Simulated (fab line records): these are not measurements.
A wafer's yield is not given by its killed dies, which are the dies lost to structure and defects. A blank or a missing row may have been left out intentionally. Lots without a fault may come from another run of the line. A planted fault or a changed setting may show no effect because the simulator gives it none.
8D (eight disciplines) problem report, filled in by code :: flow nand-harc :: the parts of the form that need people (team, actions taken, sign-off) are left out

1. WHAT WENT WRONG
A mean of 18.0 is read at NHARC_END_SORT_01 for killed-at-periphery, taken on 1 wafer of 1 lot, against 3.6 (standard deviation 2.3) on wafers free of any fault. That is +6.3 standard deviations from the usual mean.
First observed at day 21 13:43: wafer L342.5, on prober-02. The record holds 3 wafers of 1 lot with a number at this step. Rule for "out", or "out of limits": more than 4 standard deviations from the usual mean. The other wafers with a number count as sound.

2. WHAT THIS IS AND IS NOT
question: which readings at this step
is: killed-at-periphery
is not: killed-at-array, killed-at-other, killed-dies, killed-open

question: which lots
is: L342
is not: -

question: which wafers of those lots
is: L342.5
is not: L342.1, L342.2

question: read on which gauges
is: prober-02
is not: -

question: when
is: from day 21 13:43
is not: up to then (2 sound wafers)

3. THE SUSPECTS, EACH WITH WHAT RULES IT OUT
Counting: any tool at a process step up to the reading remains a suspect provided it ran every lot that is out. Sound lots after the first of them don't rule it out here, since some wafers of a struck lot are sound.
- the gauge at NHARC_END_SORT_01: kept. All the wafers that are out were read on prober-02, and no step on other tools shows them out.
- pvd-sputter-03 at NHARC_P_CONTACT_PRE_CLEAN_39 (time 19.5 s): kept. It ran the lot that is out, L342 (day 8 02:52).
- pecvd-02 at NHARC_THIN_TSV_DEP_43 (deposits SiO2, target thk 1328.5 nm): kept. It ran the lot that is out, L342 (day 20 11:45).
- pvd-sputter-02 at NHARC_THIN_TSV_PRE_CLEAN_50 (time 30 s): kept. It ran the lot that is out, L342 (day 20 20:13). NHARC_THIN_TSV_PRE_CLEAN_50 gives no start for some lots, so the hours and the order of its lots are those of NHARC_THIN_TSV_CD_MEAS_37.
Left after counting: pvd-sputter-03 at NHARC_P_CONTACT_PRE_CLEAN_39, pecvd-02 at NHARC_THIN_TSV_DEP_43, pvd-sputter-02 at NHARC_THIN_TSV_PRE_CLEAN_50, prober-02 at NHARC_END_SORT_01.

4. THE CAUSE (what the simulator had put in)
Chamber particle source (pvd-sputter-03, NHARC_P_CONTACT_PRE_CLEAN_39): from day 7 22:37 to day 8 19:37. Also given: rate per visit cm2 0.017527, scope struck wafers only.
Counting leaves 4 suspects; this tool is one of them.

5. THE EFFECT CHAIN, in route order
One row per reading whose mean, taken over the struck wafers that have a number, lies over 3 standard deviations from the usual. Only readings whose record carries a usual standard deviation are examined. hours: median over the lots of the time between each lot's start at the first step of this table that gives one and its start at this step. sigmas: the change, counted in usual standard deviations.
hours: 0
step: NHARC_END_SORT_01
reading: killed-at-periphery
usual: 3.6
on struck wafers: 18.0
change: +14.4
sigmas: +6.3

6. HOW IT WOULD HAVE BEEN CAUGHT EARLIER
In this record the first reading out of limits at a measuring or inspecting step was taken at day 21 13:43, 327 hours after the fault began at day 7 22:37.
The start of NHARC_P_CONTACT_PRE_CLEAN_39 on pvd-sputter-03 came by day 21 13:43 for every one of the lots that are out (1). A hold on the tool at that time would have spared none of them.
